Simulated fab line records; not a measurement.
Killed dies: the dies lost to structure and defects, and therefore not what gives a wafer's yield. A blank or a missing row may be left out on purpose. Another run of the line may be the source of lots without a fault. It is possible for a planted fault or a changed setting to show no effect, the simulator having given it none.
fab line records	flow n5-finfet	part 2 of 2: steps 5 to 6 of 6
[record] lots = 19	wafers = 57	last-day = 17
route steps=1938 shown BEOL_M0_SAQP@652 BEOL_M0_CUTY@711
lots with no fault: from the same line, run without faults
start-h: start of the lot's first displayed wafer, in hours after the record's first day	wait-h: hours since the lot's step before	" as in the row above	L1.1+2: a row that stands for several wafers	- no value, or no start given	* or withheld: withheld	< > ~ a bound
route shown NAME@n: a module of which the file shows steps, and the number in the route of the first	usual: mean and standard deviation over wafers with no fault	same: alike in all rows	chamber/n: place in a boat	sites: each site's reading	_std_site: the standard deviation of these	_edge_site: inner sites' mean taken away from outer sites' mean	radius-mm: for every site, how far away it sits from the centre of the wafer	mask NAME#n: copy n	behind: tool/chamber where the wafer was last shaped	hold: what put the lot on hold/how long, in hours/how the hold closed	device: the transistor (n, p or np) that didn't switch	end of line: the route-end tests of the same wafers	for a step that has no rows: nothing shown but its recipe	killed: the dies lost at the first sort to structure and to defects; this is not the yield of the wafer	map: dies across one wafer; x = killed, . = not, _ = none there
set.NAME: the setting that was run; set.NAME@STEP: the one run at that earlier step	model.NAME: the simulator's own value behind a step, which no gauge read
route steps across a sampled set of lots; one table per step, one row per wafer
services: from which hour (start-h, from the record's first day; less than 0 if before it) a tool's chamber was out of use, for how many hours, and why
[[steps]]
[step N5_BEOL_M0_SAQP_ETCH_73]
[recipe] chemistry = CF4	target = SiARC	target-depth-a = 195	mask-material = CAR-EUV	time-s = 32.5	ion-energy-ev = 80	pressure-mtorr = 40	source-w = 545	bias-w = 36	Ar_flow_sccm = 100	cf4-flow-sccm = 100	ends = cleared
[usual] drypump-motor-current-A = 5.8/0.35	etch-rf-on-time-s = 31.8/1.3	mfc-ar-sccm = 100.1/0.3	oes-product-au = 0.68/0.063	rf-vpp-V = 183.7/1.2	showerhead-plenum-p-Torr = 2.11/0.088	throttle-valve-pct = 15.59/0.27
lot.wafer	tool	chamber	start-h	wait-h	drypump-motor-current-A	etch-rf-on-time-s	mfc-ar-sccm	oes-product-au	rf-hours-counter-h	rf-vpp-V	showerhead-plenum-p-Torr	throttle-valve-pct
L074.2	rie-diel-02	1	120.61	0.0	6.0	30.5	100.5	0.63	179	184.4	2.04	15.60
L074.5	"	1	"	"	6.0	30.6	100.3	0.63	-	183.5	2.04	15.59
L074.6	"	0	"	"	5.2	31.5	100.2	0.66	-	185.1	2.15	15.60
L075.2	rie-diel-05	1	121.69	0.0	5.5	30.1	99.9	0.64	188	182.7	2.04	16.00
L075.5	"	1	"	"	5.5	30.6	100.2	0.64	-	182.8	2.04	16.00
L075.6	"	2	"	"	6.0	32.1	100.4	0.67	-	183.9	1.98	15.27
L076.1	rie-diel-02	2	127.43	0.0	5.7	32.6	100.4	0.74	48	185.4	2.26	15.59
L076.4	"	3	"	"	6.2	31.4	100.1	0.74	60	183.7	2.10	15.39
L076.6	"	3	"	"	6.2	31.9	100.0	0.73	-	183.6	2.10	15.37
L077.1	rie-diel-05	1	135.60	0.0	5.5	30.2	100.0	0.64	191	183.3	2.04	16.02
L077.4	"	2	"	"	6.0	32.4	100.2	0.66	122	181.9	1.98	15.27
L077.5	"	1	"	"	5.5	30.0	100.2	0.64	-	182.6	2.04	15.99
L078.1	rie-diel-05	3	136.34	0.0	5.9	33.9	100.3	0.66	138	185.8	2.25	15.98
L078.2	"	2	"	"	6.0	32.0	100.1	0.67	122	182.0	1.98	15.26
L078.3	"	1	"	"	5.5	30.1	99.3	0.64	191	184.3	2.04	16.01
L079.2	rie-diel-05	1	144.83	0.0	5.5	30.5	99.9	0.63	194	182.5	2.04	16.02
L079.4	"	3	"	"	6.0	34.3	100.2	0.65	141	185.2	2.25	15.98
L079.6	"	3	"	"	6.0	34.5	100.2	0.64	-	184.3	2.25	15.98
L080.2	rie-diel-02	2	147.73	0.0	5.6	32.3	100.2	0.73	55	184.9	2.26	15.60
L080.4	"	0	"	"	5.3	31.3	100.5	0.66	143	185.5	2.14	15.63
L080.5	"	1	"	"	6.0	30.5	100.0	0.63	-	183.2	2.04	15.63
L081.1	rie-diel-06	1	155.16	0.0	5.8	32.6	100.0	0.61	209	182.1	2.04	15.92
L081.4	"	0	"	"	6.3	33.7	100.1	0.75	40	183.5	2.16	15.46
L081.5	"	2	"	"	5.6	32.4	100.1	0.65	-	184.3	2.25	15.48
L083.1	rie-diel-05	1	166.04	0.0	5.5	30.4	100.1	0.62	201	182.7	2.04	16.04
L083.4	"	2	"	"	6.0	32.4	100.5	0.65	132	183.3	1.97	15.28
L083.5	"	3	"	"	5.9	35.3	99.9	0.63	-	184.8	2.25	16.00
L085.3	rie-diel-06	1	187.31	0.0	5.7	32.6	100.0	0.61	217	183.8	2.04	15.93
L085.4	"	3	"	"	6.4	31.1	99.8	0.82	12	182.6	2.10	14.97
L085.5	"	1	"	"	5.7	32.8	100.2	0.60	-	182.8	2.04	15.94
L086.3	rie-diel-02	2	193.38	0.0	5.7	33.1	100.1	0.72	67	185.2	2.26	15.63
L086.4	"	0	"	"	5.2	32.2	100.0	0.64	-	184.7	2.14	15.64
L086.6	"	1	"	"	6.0	30.9	99.5	0.61	-	182.7	2.03	15.65
L087.1	rie-diel-02	2	193.91	0.0	5.6	33.1	99.8	0.72	67	184.1	2.26	15.63
L087.4	"	2	"	"	5.7	32.8	100.0	0.71	-	185.3	2.26	15.63
L087.6	"	0	"	"	5.3	32.3	100.2	0.64	-	184.1	2.14	15.66
L089.2	rie-diel-02	0	206.04	0.0	5.2	32.5	100.3	0.64	162	184.9	2.14	15.65
L089.4	"	2	"	"	5.7	32.4	99.7	0.72	72	185.6	2.25	15.63
L089.6	"	1	"	"	6.0	31.0	100.2	0.60	-	181.5	2.03	15.66
L091.1	rie-diel-02	1	213.26	0.0	6.0	30.6	100.1	0.61	208	182.6	2.03	15.66
L091.3	"	2	"	"	5.7	32.7	100.2	0.71	74	183.6	2.25	15.63
L091.6	"	2	"	"	5.7	32.5	99.6	0.71	-	185.9	2.25	15.65
L093.2	rie-diel-06	2	228.57	0.0	5.6	33.0	100.5	0.63	163	185.1	2.24	15.50
L093.3	"	1	"	"	5.7	32.8	100.6	0.60	229	182.6	2.04	15.97
L093.5	"	0	"	"	6.3	33.6	99.7	0.73	-	184.3	2.15	15.50
L094.1	rie-diel-05	1	235.03	0.0	5.5	30.8	100.5	0.61	221	182.9	2.03	16.07
L094.4	"	3	"	"	5.9	34.9	99.4	0.63	166	186.1	2.24	16.04
L094.5	"	2	"	"	6.0	32.7	100.6	0.64	-	182.5	1.97	15.30
L095.1	rie-diel-02	0	240.80	0.0	5.2	31.4	99.9	0.64	172	183.4	2.13	15.67
L095.3	"	1	"	"	6.0	30.3	100.7	0.61	216	182.6	2.03	15.67
L095.6	"	3	"	"	6.2	31.0	100.1	0.72	-	183.0	2.09	15.44
L096.2	rie-diel-02	3	244.24	0.0	6.2	30.8	99.7	0.71	94	184.4	2.09	15.45
L096.3	"	1	"	"	6.0	30.4	100.5	0.60	218	183.2	2.03	15.68
L096.5	"	0	"	"	5.3	31.3	99.3	0.64	-	183.7	2.13	15.69
L097.1	rie-diel-02	3	252.17	0.0	6.2	31.3	100.3	0.70	97	183.9	2.09	15.45
L097.2	"	0	"	"	5.2	31.4	99.4	0.64	176	182.4	2.13	15.69
L097.3	"	1	"	"	6.0	30.3	100.2	0.61	221	184.4	2.03	15.70
[step N5_BEOL_M0_CUTY_DESCUM_61]
[recipe] chemistry = O2	time-s = 7.9	source-power-w = 50	bias-power-w = 20	pressure-mtorr = 20	rf-frequency-hz = 2.712e+07	temp-c = 40	resist = CAR-ArF-block	o2-flow-sccm = 225
[usual] bias-power-w = 19.99/0.058	drypump-motor-current-A = 5.7/0.37	oes-product-au = 0.80/0.1	rf-vpp-V = 243.1/1.1	showerhead-plenum-p-Torr = 2.08/0.055	temp-c = 39.99/0.12	throttle-valve-pct = 20.3/0.31
lot.wafer	tool	chamber	start-h	wait-h	bias-power-w	drypump-motor-current-A	oes-product-au	rf-hours-counter-h	rf-vpp-V	showerhead-plenum-p-Torr	temp-c	throttle-valve-pct
L074.2	rie-diel-01	0	122.42	0.5	19.92	5.7	0.73	193	242.1	1.99	40.09	20.3
L074.5	"	1	"	"	20.01	5.7	0.87	-	242.2	2.11	39.91	19.8
L074.6	"	0	"	"	20.03	5.7	0.73	-	242.2	1.99	40.07	20.3
L075.2	rie-diel-03	3	123.15	0.3	19.93	5.4	0.71	210	242.5	2.08	40.13	20.8
L075.5	"	3	"	"	19.96	5.4	0.69	-	242.9	2.08	40.13	20.8
L075.6	"	0	"	"	19.86	6.4	0.74	-	241.7	2.07	39.97	20.4
L076.1	rie-diel-03	3	129.39	0.0	20.03	5.4	0.69	213	242.2	2.08	39.94	20.8
L076.4	"	2	"	"	20.02	5.6	0.96	-	241.9	2.12	39.93	19.8
L076.6	"	0	"	"	19.90	6.4	0.72	-	242.1	2.07	40.02	20.4
L077.1	rie-diel-01	3	137.11	0.3	19.96	5.4	0.71	171	245.3	2.18	39.92	20.5
L077.4	"	3	"	"	19.93	5.3	0.71	-	244.7	2.18	39.83	20.4
L077.5	"	3	"	"	19.98	5.3	0.72	-	243.4	2.18	39.78	20.5
L078.1	rie-diel-04	0	137.72	0.0	19.94	6.1	0.73	218	243.7	2.05	39.91	20.2
L078.2	"	2	"	"	19.96	5.5	0.87	45	242.5	2.05	40.02	20.1
L078.3	"	1	"	"	20.05	5.4	0.95	13	243.7	2.06	39.99	20.3
L079.2	rie-diel-03	1	146.52	0.0	20.07	5.1	0.95	2	243.6	2.14	40.23	20.3
L079.4	"	0	"	"	19.99	6.4	0.73	174	241.9	2.07	40.03	20.4
L079.6	"	2	"	"	20.01	5.6	0.95	-	243.9	2.12	39.80	19.8
L080.2	rie-diel-03	2	148.94	0.0	19.99	5.6	0.94	19	241.7	2.12	39.86	19.8
L080.4	"	3	"	"	19.93	5.4	0.70	221	242.0	2.07	40.05	20.8
L080.5	"	2	"	"	19.99	5.6	0.95	-	244.5	2.12	40.12	19.8
L081.1	rie-diel-01	2	157.01	0.2	20.05	5.9	1.00	1	243.4	2.06	39.92	20.1
L081.4	"	3	"	"	19.95	5.3	0.70	180	245.2	2.18	40.11	20.4
L081.5	"	2	"	"	20.14	5.9	1.01	-	243.2	2.06	40.01	20.1
L083.1	rie-diel-01	0	167.29	0.0	19.86	5.7	0.73	207	241.5	1.98	39.83	20.3
L083.4	"	1	"	"	20.02	5.7	0.86	56	242.7	2.11	39.90	19.8
L083.5	"	2	"	"	19.96	5.9	0.98	-	242.6	2.06	39.75	20.1
L085.3	rie-diel-04	3	189.88	0.0	20.02	4.9	0.75	169	242.0	1.98	40.02	20.3
L085.4	"	0	"	"	19.89	6.0	0.72	234	243.3	2.04	39.93	20.3
L085.5	"	3	"	"	20.02	4.9	0.76	-	239.3	1.98	39.95	20.3
L086.3	rie-diel-03	1	194.92	0.2	20.02	5.1	0.89	17	243.8	2.13	39.95	20.3
L086.4	"	0	"	"	20.03	6.4	0.70	191	241.5	2.07	39.92	20.5
L086.6	"	3	"	"	19.95	5.4	0.68	-	242.3	2.07	39.95	20.9
L087.1	rie-diel-03	2	195.69	0.5	19.92	5.7	0.91	35	244.0	2.11	39.90	19.8
L087.4	"	0	"	"	20.03	6.4	0.71	191	243.4	2.07	40.12	20.5
L087.6	"	3	"	"	20.12	5.4	0.67	-	243.9	2.07	39.96	20.9
L089.2	rie-diel-03	3	207.25	0.0	20.06	5.4	0.68	242	242.9	2.07	40.07	20.9
L089.4	"	2	"	"	20.00	5.6	0.91	39	244.6	2.11	39.89	19.8
L089.6	"	1	"	"	19.99	5.1	0.90	-	244.4	2.13	39.92	20.3
L091.1	rie-diel-01	3	214.48	0.0	20.04	5.3	0.69	198	244.2	2.17	40.11	20.5
L091.3	"	2	"	"	19.96	5.9	0.91	20	242.6	2.05	40.14	20.2
L091.6	"	1	"	"	19.97	5.7	0.84	-	243.4	2.10	40.13	19.9
L093.2	rie-diel-01	3	229.79	0.0	20.01	5.3	0.69	203	242.9	2.17	39.92	20.5
L093.3	"	2	"	"	20.03	5.9	0.90	25	242.8	2.05	40.00	20.2
L093.5	"	1	"	"	19.93	5.8	0.83	-	243.2	2.10	39.77	19.9
L094.1	rie-diel-03	0	236.40	0.0	19.97	6.3	0.71	205	243.6	2.06	39.86	20.5
L094.4	"	2	"	"	19.94	5.6	0.89	-	244.4	2.11	39.97	19.8
L094.5	"	1	"	"	19.83	5.1	0.86	-	244.0	2.13	39.86	20.3
L095.1	rie-diel-03	2	242.01	0.0	19.96	5.6	0.88	50	244.3	2.11	39.89	19.8
L095.3	"	1	"	"	19.98	5.1	0.86	32	244.3	2.13	39.96	20.3
L095.6	"	0	"	"	19.99	6.4	0.70	-	243.1	2.06	39.93	20.5
L096.2	rie-diel-01	0	245.69	0.1	20.03	5.8	0.71	233	242.1	1.97	40.24	20.4
L096.3	"	3	"	"	19.90	5.3	0.68	207	243.7	2.17	40.16	20.5
L096.5	"	1	"	"	19.98	5.8	0.82	-	242.3	2.10	39.99	19.9
L097.1	rie-diel-01	3	253.64	0.0	20.11	5.3	0.68	210	245.8	2.17	40.08	20.5
L097.2	"	2	"	"	20.03	5.9	0.90	34	242.7	2.05	40.15	20.2
L097.3	"	1	"	"	19.97	5.7	0.82	86	244.1	2.10	40.05	19.9
[[services]]
tool	chamber	start-h	hours	kind
rie-diel-02	3	92.77	4.0	repair
rie-diel-06	3	114.49	7.7	repair
rie-diel-03	1	119.26	-	clean
rie-diel-03	1	119.26	-	consumable-replace:focus-ring
rie-diel-03	1	119.26	19.8	scheduled-down
rie-diel-03	1	119.26	19.8	vent-cycle
rie-diel-06	3	122.23	-	clean
rie-diel-06	3	122.23	-	consumable-replace:focus-ring
rie-diel-06	3	122.23	20.7	scheduled-down
rie-diel-06	3	122.23	20.7	vent-cycle
rie-diel-05	1	130.42	3.7	repair
rie-diel-01	2	131.19	-	clean
rie-diel-01	2	131.19	-	consumable-replace:esc
rie-diel-01	0	134.94	7.9	repair
rie-diel-03	1	188.21	2.4	repair
rie-diel-02	3	192.97	4.2	repair
rie-diel-01	1	202.82	3.8	repair
rie-diel-04	3	218.89	32.8	repair
rie-diel-02	2	230.43	75.0	repair
rie-diel-03	3	234.65	-	clean
rie-diel-03	3	234.65	-	consumable-replace:focus-ring
rie-diel-03	3	234.65	20.9	scheduled-down
rie-diel-03	3	234.65	20.9	vent-cycle
rie-diel-01	-	236.60	0.2	repair
